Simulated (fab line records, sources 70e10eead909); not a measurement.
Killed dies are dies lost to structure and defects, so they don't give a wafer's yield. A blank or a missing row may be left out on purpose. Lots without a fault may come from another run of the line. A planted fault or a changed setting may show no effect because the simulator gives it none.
A struck lot beside a sound one | flow nand_harc | 40 steps out of a route of 1302
Sound: wafers L445.3, L445.4, L445.6. Struck: wafer L459.5. (L459.3, L459.6 of the same lot were not struck and are left out.) The cause comes at the end.
At each step with rows: each side's tool, then ch and its chambers, then its first start. Under that, the readings that differ: sound wafers | struck wafers | difference of the means | sigmas: that difference in standard deviations of wafers without a fault.
alike: readings whose means differ by less than 2 such deviations, and words and numbers that are the same on both sides. not compared: withheld readings, readings that some wafer has no value for, bounds like >300 that may hide the same value, and numbers for which the record gives no deviation and whose values overlap.
The two part at a step that has a row with sigmas, a row that says differs or no value, or rows on one side only. Numbers that don't overlap but have no deviation are shown without sigmas and don't part them. A reading that every wafer of one side lacks parts them only if that side has two wafers or more.

first, 3 steps without rows for these wafers: NHARC_A_BLC_STRIP_29 (strips in CF4); NHARC_A_BLC_STRIP_21 (strips in O2); NHARC_A_BLC_STRIP_22 (strips in post etch residue remover, time 600 s).
NHARC_A_BLC_DEGAS_30: time 60 s.
  sound on pvd_sputter-01, day 23 01:22; struck on pvd_sputter-01, day 28 03:48
  alike: heater_power_w
then, 1 step without rows for these wafers: NHARC_A_BLC_PRE_CLEAN_31 (time 15 s).
NHARC_A_BLC_PVD_32: deposits Ti, target thk 5 nm, time 17.7 s.
  sound on pvd_sputter-01; struck on pvd_sputter-01
  alike: throttle_valve_pct
then, 1 step without rows for these wafers: NHARC_A_BLC_ALD_23 (deposits TiN, target thk 3 nm, pulse time 1 s, ald cycles 150).
NHARC_A_BLC_CVD_24: deposits W, target thk 150 nm, time 434 s.
  sound on cvd_w-02 ch 0,1; struck on cvd_w-01 ch 1
  alike: heater_power_w, throttle_valve_pct
then, 2 steps without rows for these wafers: NHARC_A_BLC_CMP_25 (polishes, t overpolish 30 s, target thk 150 nm); NHARC_A_BLC_SRD_27.
NHARC_A_BLC_INSPECT_28:
  sound on defect_inspect-02, day 23 02:44; struck on defect_inspect-02, day 28 05:12
  reading          | sound       | struck | difference | sigmas
  raw_defect_count | 617 674 636 | 350    | -292       | -2
NHARC_A_M0_DEP_00: deposits SiOC, target thk 150 nm.
  sound on pecvd-02 ch 0,2, day 23 02:48; struck on pecvd-04 ch 0,1,2, day 28 05:21
then, 9 steps without rows for these wafers: NHARC_A_M0_DEHYDRATE_01 (time 120 s); NHARC_A_M0_HMDS_02 (time 30 s); NHARC_A_M0_COAT_33 (time 65 s); NHARC_A_M0_COAT_03 (resist thk 90 nm); NHARC_A_M0_SOFTBAKE_04 (time 55 s); NHARC_A_M0_EBR_05; NHARC_A_M0_EXPOSE_06 (exposes mask A M0, target cd 80 nm); NHARC_A_M0_PEB_07 (peb time 65 s); NHARC_A_M0_DEVELOP_08 (develop time 35 s).
NHARC_A_M0_CD_MEAS_09: target cd 80 nm.
  sound on cd_sem-03 ch 0, day 23 03:38; struck on cd_sem-03 ch 0, day 28 06:07
  alike: cd_nm
NHARC_A_M0_OVL_MEAS_10: pitch 160 nm.
  sound on overlay-02, day 23 03:44; struck on overlay-02, day 28 06:11
  reading           | sound          | struck | difference | sigmas
  overlay_y_nm (nm) | -0.1 -0.7 -0.9 | 1.6    | +2.2       | +3
  alike: overlay_x_nm
NHARC_A_M0_INSPECT_11:
  sound on defect_inspect-02, day 23 03:46; struck on defect_inspect-01, day 28 06:14
  alike: raw_defect_count
then, 2 steps without rows for these wafers: NHARC_A_M0_DESCUM_14 (chemistry O2, time 3 s); NHARC_A_M0_ETCH_34 (etches the open film in N2/H2, target depth 40 nm, overetch 12 nm, time 43.94 s).
NHARC_A_M0_ETCH_15: etches the open film in C4F8/Ar, target depth 150 nm, overetch 15 nm, time 82.5 s.
  sound on rie_diel-09 ch 0,2,3; struck on rie_diel-08 ch 0
  reading               | sound             | struck | difference | sigmas
  oes_product_au (a.u.) | 0.970 0.958 0.972 | 0.915  | -0.052     | -2
  alike: rf_vpp_V
  not compared: rf_hours_counter_h
NHARC_A_M0_CD_MEAS_16:
  sound on cd_sem-03, day 23 04:10; struck on cd_sem-02, day 28 06:40
  alike: cd_nm
then, 2 steps without rows for these wafers: NHARC_A_M0_STRIP_18 (strips in N2/H2); NHARC_A_M0_STRIP_19 (strips in post etch residue remover, time 600 s).
NHARC_A_M0_DEGAS_28: time 60 s.
  sound on pvd_sputter-02, day 23 04:47; struck on pvd_sputter-02, day 28 07:18
  alike: heater_power_w
then, 7 steps without rows for these wafers: NHARC_A_M0_PRE_CLEAN_29 (time 30 s); NHARC_A_M0_PVD_20 (deposits TaN, target thk 5 nm, time 8.06 s); NHARC_A_M0_PVD_21 (deposits Cu, target thk 30 nm, time 20.49 s); NHARC_A_M0_ECD_22 (material Cu, target thk 400 nm); NHARC_A_M0_ANNEAL_30 (time 90 s); NHARC_A_M0_CMP_23 (polishes, t overpolish 20 s, target thk 113.75 nm); NHARC_A_M0_SRD_25.
NHARC_A_M0_INSPECT_27:
  sound on defect_inspect-01, day 23 06:20; struck on defect_inspect-02, day 28 08:50
  alike: raw_defect_count
NHARC_END_SORT_01:
  sound on prober-01 ch 0, day 24 20:01; struck on prober-02 ch 0, day 30 03:38
  reading                  | sound          | struck | difference | sigmas
  defect_limited_yield (%) | 89.8 91.1 91.0 | 0      | -91        | -41
  killed_at_array          | 63 57 58       | 670    | +611       | +41
  killed_at_periphery      | 1 1 1          | 6      | +5         | +2
  killed_dies              | 69 60 61       | 677    | +614       | +41
  alike: killed_at_other, killed_open, killed_short

WHERE THEY PART
First at NHARC_A_BLC_INSPECT_28; last, within this record, at NHARC_END_SORT_01.

WHY: what the simulator had put in
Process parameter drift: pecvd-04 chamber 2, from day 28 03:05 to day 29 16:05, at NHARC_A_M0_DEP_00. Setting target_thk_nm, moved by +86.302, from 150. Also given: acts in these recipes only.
